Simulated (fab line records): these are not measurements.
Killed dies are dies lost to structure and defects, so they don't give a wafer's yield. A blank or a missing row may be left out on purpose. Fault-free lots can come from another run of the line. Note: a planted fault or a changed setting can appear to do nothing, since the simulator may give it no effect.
Matching of chambers :: flow nand-harc :: 3 sister chambers for NHARC_A_CONTACT_DEP_29 on pecvd-03
The step deposits SiON, target thk 100 nm. 24 wafers are shown with their chamber, then 12 later ones without.

EACH WAFER AND ITS CHAMBER
wafer: L075.1
chamber: 0
heater-power-w (W): 743

wafer: L075.2
chamber: 1
heater-power-w (W): 827

wafer: L075.5
chamber: 2
heater-power-w (W): 814

wafer: L074.2
chamber: 2
heater-power-w (W): 891

wafer: L074.3
chamber: 1
heater-power-w (W): 861

wafer: L074.4
chamber: 2
heater-power-w (W): 862

wafer: L076.2
chamber: 1
heater-power-w (W): 863

wafer: L076.3
chamber: 2
heater-power-w (W): 802

wafer: L076.5
chamber: 2
heater-power-w (W): 789

wafer: L077.3
chamber: 1
heater-power-w (W): 792

wafer: L077.4
chamber: 0
heater-power-w (W): 713

wafer: L077.5
chamber: 1
heater-power-w (W): 786

wafer: L082.2
chamber: 1
heater-power-w (W): 801

wafer: L082.3
chamber: 0
heater-power-w (W): 669

wafer: L082.4
chamber: 0
heater-power-w (W): 678

wafer: L080.3
chamber: 0
heater-power-w (W): 670

wafer: L080.4
chamber: 1
heater-power-w (W): 835

wafer: L080.6
chamber: 0
heater-power-w (W): 677

wafer: L083.2
chamber: 0
heater-power-w (W): 722

wafer: L083.3
chamber: 1
heater-power-w (W): 776

wafer: L083.6
chamber: 2
heater-power-w (W): 755

wafer: L087.2
chamber: 1
heater-power-w (W): 795

wafer: L087.3
chamber: 2
heater-power-w (W): 691

wafer: L087.4
chamber: 1
heater-power-w (W): 793

SIGNATURES (averages over the wafers above)
reading: heater-power-w
chamber 0: 696.00
chamber 1: 812.90
chamber 2: 800.57
scatter within a chamber: 43.9
Rule: a wafer lies at a distance from a chamber equal to the root of the sum of squares, over the readings, of (its reading less the chamber's mean, divided by the reading's scatter). If the next closest chamber is less than 2 further off than the closest, the wafer can't be placed; otherwise it belongs to the closest. The scatter: the root of (the sum of the squares of (reading less its chamber's mean) over the shown wafers, divided by (wafers less chambers)).

WAFERS WITHOUT THEIR CHAMBER
wafer: L088.2
heater-power-w (W): 723

wafer: L088.3
heater-power-w (W): 760

wafer: L088.5
heater-power-w (W): 698

wafer: L089.2
heater-power-w (W): 687

wafer: L089.4
heater-power-w (W): 782

wafer: L089.5
heater-power-w (W): 683

wafer: L091.1
heater-power-w (W): 627

wafer: L091.3
heater-power-w (W): 807

wafer: L091.5
heater-power-w (W): 630

wafer: L095.4
heater-power-w (W): 654

wafer: L095.5
heater-power-w (W): 721

wafer: L095.6
heater-power-w (W): 769

CHAMBER TAKEN BY EACH
wafer: L088.2
from the rows above: can't be placed: 0 or 2 or 1
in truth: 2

wafer: L088.3
from the rows above: can't be placed: 2 or 1 or 0
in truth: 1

wafer: L088.5
from the rows above: 0
in truth: 0

wafer: L089.2
from the rows above: 0
in truth: 0

wafer: L089.4
from the rows above: can't be placed: 2 or 1 or 0
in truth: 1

wafer: L089.5
from the rows above: 0
in truth: 0

wafer: L091.1
from the rows above: 0
in truth: 0

wafer: L091.3
from the rows above: can't be placed: 1 or 2
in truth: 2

wafer: L091.5
from the rows above: 0
in truth: 0

wafer: L095.4
from the rows above: 0
in truth: 0

wafer: L095.5
from the rows above: can't be placed: 0 or 2 or 1
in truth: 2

wafer: L095.6
from the rows above: can't be placed: 2 or 1 or 0
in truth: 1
Correct placement for 6 of the 12. From these rows, 6 cannot be placed; in 6 the true chamber is one of the candidates. Number placed wrongly: 0.
